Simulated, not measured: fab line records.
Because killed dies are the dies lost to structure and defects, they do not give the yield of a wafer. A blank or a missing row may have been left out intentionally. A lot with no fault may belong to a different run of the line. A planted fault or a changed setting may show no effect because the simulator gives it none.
Chamber matching / flow n5Finfet / N5_ILD0_ALD_15 on aldSin-02 has 4 sister chambers
The step deposits SiNx, target thk 24 nm, pulse time 1 s, ald cycles 480. 8 wafers are shown with their chamber, then 7 later ones without.

## EACH WAFER AND ITS CHAMBER
wafer=L080.6; chamber=0; heaterPowerW (W)=899; precursorPulseHeightRel=1.010
wafer=L081.1; chamber=0; heaterPowerW (W)=888; precursorPulseHeightRel=1.027
wafer=L081.4; chamber=2; heaterPowerW (W)=893; precursorPulseHeightRel=0.992
wafer=L081.6; chamber=3; heaterPowerW (W)=838; precursorPulseHeightRel=1.024
wafer=L087.5; chamber=2; heaterPowerW (W)=902; precursorPulseHeightRel=0.978
wafer=L087.6; chamber=1; heaterPowerW (W)=747; precursorPulseHeightRel=0.995
wafer=L088.2; chamber=1; heaterPowerW (W)=774; precursorPulseHeightRel=1.018
wafer=L088.3; chamber=3; heaterPowerW (W)=829; precursorPulseHeightRel=0.958

## WAFERS WITHOUT THEIR CHAMBER
wafer=L088.5; heaterPowerW (W)=899; precursorPulseHeightRel=1.003
wafer=L092.1; heaterPowerW (W)=913; precursorPulseHeightRel=0.979
wafer=L092.4; heaterPowerW (W)=888; precursorPulseHeightRel=1.004
wafer=L092.6; heaterPowerW (W)=938; precursorPulseHeightRel=1.006
wafer=L093.1; heaterPowerW (W)=901; precursorPulseHeightRel=0.996
wafer=L093.4; heaterPowerW (W)=764; precursorPulseHeightRel=0.998
wafer=L093.5; heaterPowerW (W)=808; precursorPulseHeightRel=1.021

## WHICH CHAMBER EACH WENT THROUGH
wafer=L088.5; from the rows above=can't be placed: 2 or 0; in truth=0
wafer=L092.1; from the rows above=can't be placed: 2 or 0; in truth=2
wafer=L092.4; from the rows above=can't be placed: 0 or 2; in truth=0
wafer=L092.6; from the rows above=can't be placed: 2 or 0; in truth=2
wafer=L093.1; from the rows above=can't be placed: 2 or 0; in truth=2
wafer=L093.4; from the rows above=1; in truth=1
wafer=L093.5; from the rows above=can't be placed: 3 or 1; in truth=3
1 of 7 placed correctly. Not placeable from these rows: 6 (in 6, the candidates include the true chamber). 0 placed wrongly.
How it was worked out, from the rows above alone: a wafer's distance from a chamber is the root of the sum, over the readings, of the square of ((its reading less the chamber's mean) divided by the reading's scatter). If the next closest chamber is less than 2 further off than the closest, the wafer can't be placed; otherwise it belongs to the closest. The mean given for a chamber averages the wafers shown for that chamber. The scatter is the square root of a quotient: the sum, over the shown wafers, of each reading's squared deviation from its chamber's mean, divided by wafers minus chambers.
